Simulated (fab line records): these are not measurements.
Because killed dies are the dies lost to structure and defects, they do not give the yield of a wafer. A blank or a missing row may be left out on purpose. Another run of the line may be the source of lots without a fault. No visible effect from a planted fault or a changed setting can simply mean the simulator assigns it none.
Chamber matching / flow nandHarc / NHARC_A_ZERO_WELL_ETCH_19 on rieDiel-12 has 4 sister chambers
The step etches the open film in N2/H2, target depth 80 nm, overetch 24 nm, time 87.88 s. 4 wafers are shown with their chamber, then 8 later ones without.

## WAFERS WITH THEIR CHAMBER
wafer=L087.1; chamber=0; showerheadPlenumPTorr (Torr)=1.97
wafer=L087.3; chamber=1; showerheadPlenumPTorr (Torr)=2.02
wafer=L090.5; chamber=3; showerheadPlenumPTorr (Torr)=2.13
wafer=L091.1; chamber=2; showerheadPlenumPTorr (Torr)=1.91

## WAFERS WHOSE CHAMBER IS MISSING
wafer=L091.2; showerheadPlenumPTorr (Torr)=2.12
wafer=L091.6; showerheadPlenumPTorr (Torr)=2.12
wafer=L095.1; showerheadPlenumPTorr (Torr)=2.12
wafer=L095.3; showerheadPlenumPTorr (Torr)=1.96
wafer=L095.5; showerheadPlenumPTorr (Torr)=2.12
wafer=L096.1; showerheadPlenumPTorr (Torr)=2.12
wafer=L096.2; showerheadPlenumPTorr (Torr)=1.91
wafer=L096.4; showerheadPlenumPTorr (Torr)=2.12

## WHICH CHAMBER EACH ONE RAN IN
wafer=L091.2; from the rows above=3; in truth=3
wafer=L091.6; from the rows above=3; in truth=3
wafer=L095.1; from the rows above=3; in truth=3
wafer=L095.3; from the rows above=0; in truth=0
wafer=L095.5; from the rows above=3; in truth=3
wafer=L096.1; from the rows above=3; in truth=3
wafer=L096.2; from the rows above=2; in truth=2
wafer=L096.4; from the rows above=3; in truth=3
Placed correctly: 8 of 8. Can't be placed from these rows: 0. Number placed wrongly: 0.
How it was worked out, from the rows above alone: a wafer's distance from a chamber is the root of the sum, over the readings, of the square of ((its reading less the chamber's mean) divided by the reading's scatter). If the next closest chamber is less than 2 further off than the closest, the wafer can't be placed; otherwise it belongs to the closest. A chamber's mean is the mean of its shown wafers. The scatter (one wafer shown for each chamber): square how far every hidden wafer sits from the nearest shown wafer, average those squares and take the square root.
